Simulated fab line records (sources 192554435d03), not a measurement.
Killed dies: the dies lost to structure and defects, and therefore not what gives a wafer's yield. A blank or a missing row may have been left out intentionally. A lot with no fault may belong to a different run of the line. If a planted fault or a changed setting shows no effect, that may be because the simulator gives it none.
Lot-split experiment ; flow n5-finfet ; 39 wafers read from 7 lots, route of 1938 steps

ON THE SPLIT
At N5_GATE_CUT_ALD_22 (deposits SiNx, target thk 16 nm, pulse time 1 s, ald cycles 320), the setting ald-cycles was moved away from the recipe's 320 on 15 of the 39 wafers read, by -35.6% to +55.6%. For the rest of the wafers, this setting stayed at what the recipe calls for.

The reading is taken at the split's own step.

THE READING
SiNx_of_GATE_CUT_ALD_22.thk-nm (the simulator's own value, which no gauge read), in nm, at N5_GATE_CUT_ALD_22 (deposits SiNx, target thk 16 nm, pulse time 1 s, ald cycles 320). The file does not state a usual value for it. Here, 24 wafers ran the recipe; their average is 16.0 nm with a standard deviation of 0.1 nm.

wafer;tool, chamber at the split;ald-cycles as run;against the recipe;SiNx_of_GATE_CUT_ALD_22.thk-nm, nm;against lot-mates on the recipe
L074.1;ald-sin-02, 1,2;320;recipe;16;-
L074.4;ald-sin-02, 1,2;320;recipe;16;-
L074.2;ald-sin-02, 3;425;+32.8%;21.4;+5.3
L074.3;ald-sin-02, 0;425;+32.8%;21.2;+5.1
L074.5;ald-sin-02, 0;425;+32.8%;21.2;+5.1
L074.6;ald-sin-02, 1;320;recipe;16.2;-
L076.1;ald-sin-01, 0,2,2,3;320;recipe;16;-
L076.3;ald-sin-01, 0,2,2,3;320;recipe;16;-
L076.5;ald-sin-01, 0,2,2,3;320;recipe;16;-
L076.6;ald-sin-01, 0,2,2,3;320;recipe;16;-
L076.2;ald-sin-01, 3;320;recipe;15.8;-
L076.4;ald-sin-01, 1;320;recipe;16.2;-
L077.1;ald-sin-01, 0,0,1;320;recipe;16;-
L077.5;ald-sin-01, 0,0,1;320;recipe;16;-
L077.6;ald-sin-01, 0,0,1;320;recipe;16;-
L077.2;ald-sin-01, 2,1;206;-35.6%;10.4;-5.6
L077.4;ald-sin-01, 2,1;206;-35.6%;10.4;-5.6
L077.3;ald-sin-01, 3;206;-35.6%;10.2;-5.8
L082.1;ald-sin-02, 0,1,3;320;recipe;16;-
L082.2;ald-sin-02, 0,1,3;320;recipe;16;-
L082.3;ald-sin-02, 0,1,3;320;recipe;16;-
L082.4;ald-sin-02, 0,1;462;+44.4%;23.2;+7.2
L082.6;ald-sin-02, 0,1;462;+44.4%;23.2;+7.2
L082.5;ald-sin-02, 3;462;+44.4%;23;+7.0
L085.1;ald-sin-02, 2,0;320;recipe;16;-
L085.5;ald-sin-02, 2,0;320;recipe;16;-
L085.2;ald-sin-02, 1;320;recipe;16.2;-
L085.3;ald-sin-02, 3,0;243;-24.1%;12.2;-3.9
L085.4;ald-sin-02, 3,0;243;-24.1%;12.2;-3.9
L085.6;ald-sin-02, 3;243;-24.1%;12.4;-3.7
L088.2;ald-sin-02, 2,1,2;320;recipe;16;-
L088.3;ald-sin-02, 2,1,2;320;recipe;16;-
L088.6;ald-sin-02, 2,1,2;320;recipe;16;-
L093.1;ald-sin-01, 1,0,1;498;+55.6%;24.8;+8.9
L093.3;ald-sin-01, 1,0,1;498;+55.6%;24.8;+8.9
L093.5;ald-sin-01, 1,0,1;498;+55.6%;24.8;+8.9
L093.2;ald-sin-01, 3,0;320;recipe;15.8;-
L093.6;ald-sin-01, 3,0;320;recipe;15.8;-
L093.4;ald-sin-01, 2;320;recipe;16;-
Rows listing several chambers each stand for several wafers; the file does not say which wafer went through which chamber.

FIT RESULTS
A straight line over all 39 wafers: SiNx_of_GATE_CUT_ALD_22.thk-nm changes by +0.159 nm for each +1% of ald-cycles; r = +1.00; the points scatter about the line by 0.1 nm.
The same after taking each lot's own level away (the mean of its wafers on the recipe; 39 wafers): +0.16 nm for each +1%; r = +1.00; scatter 0.088 nm.
According to that fit, moving ald-cycles by its largest amount changes the reading by 8.9 nm.
From 15.87 to 16.07 nm: that is the span of the lots' own levels, equal to 2.0 times the standard deviation above.
The two slopes are in agreement: the lot-to-lot level therefore moves the slope only a little.
Check: with one of the wafers moved furthest among these (+55.6%) left out of the fit, the line predicts +8.89 nm for it against its lot-mates. It came out at +8.93 nm against them.

OTHER SPLITS APPLIED TO THESE WAFERS
Note: prior to the reading, these wafers also went through further splits. Each is held against what the fit with the lots' levels taken away leaves over:
other split on the same wafers;wafers away from the commonest value;r with SiNx_of_GATE_CUT_ALD_22.thk-nm (lot level and that fit taken away)
N5_SD_EPI_N_EPI_21 time-s;15;-0.03

FILE'S OWN FIT
SiNx_of_GATE_CUT_ALD_22.thk-nm changes by +0.16 nm for each +1% of ald-cycles, r = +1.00.
